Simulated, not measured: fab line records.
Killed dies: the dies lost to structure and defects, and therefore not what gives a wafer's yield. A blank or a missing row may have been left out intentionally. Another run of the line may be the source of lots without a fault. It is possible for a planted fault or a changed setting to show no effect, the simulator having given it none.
Chamber matching / flow n5Finfet / aldSin-03 running N5_STI_FIN_REVEAL_ALD_14: 4 sister chambers
The step deposits Si3N4, target thk 3 nm. 8 wafers are shown with their chamber, then 8 later ones without.

== WAFERS, EACH WITH ITS CHAMBER ==
wafer=L084.6; chamber=3; heaterPowerW (W)=796
wafer=L085.4; chamber=3; heaterPowerW (W)=819
wafer=L086.4; chamber=0; heaterPowerW (W)=910
wafer=L086.5; chamber=2; heaterPowerW (W)=952
wafer=L088.4; chamber=0; heaterPowerW (W)=895
wafer=L088.5; chamber=2; heaterPowerW (W)=924
wafer=L088.6; chamber=1; heaterPowerW (W)=907
wafer=L089.1; chamber=1; heaterPowerW (W)=890

== WAFERS WITH NO CHAMBER GIVEN ==
wafer=L089.3; heaterPowerW (W)=953
wafer=L089.4; heaterPowerW (W)=797
wafer=L094.1; heaterPowerW (W)=910
wafer=L094.2; heaterPowerW (W)=787
wafer=L094.6; heaterPowerW (W)=897
wafer=L097.4; heaterPowerW (W)=949
wafer=L097.5; heaterPowerW (W)=900
wafer=L097.6; heaterPowerW (W)=876

== THE CHAMBER EACH PASSED THROUGH ==
wafer=L089.3; from the rows above=2; in truth=2
wafer=L089.4; from the rows above=3; in truth=3
wafer=L094.1; from the rows above=can't be placed: 0 or 1 or 2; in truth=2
wafer=L094.2; from the rows above=3; in truth=3
wafer=L094.6; from the rows above=can't be placed: 1 or 0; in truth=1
wafer=L097.4; from the rows above=2; in truth=2
wafer=L097.5; from the rows above=can't be placed: 1 or 0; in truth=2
wafer=L097.6; from the rows above=can't be placed: 1 or 0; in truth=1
Correctly placed: 4 of 8. From these rows, 4 cannot be placed; in 3 the true chamber is one of the candidates. Placed wrongly: 0.
How it was worked out, from the rows above alone: a wafer's distance from a chamber is the root of the sum, over the readings, of the square of ((its reading less the chamber's mean) divided by the reading's scatter). If the next closest chamber is less than 2 further off than the closest, the wafer can't be placed; otherwise it belongs to the closest. The mean given for a chamber averages the wafers shown for that chamber. How the scatter is found: for the shown wafers, subtract from each reading the mean of its chamber, square and add these, divide the total by (wafers less chambers), then take the root.
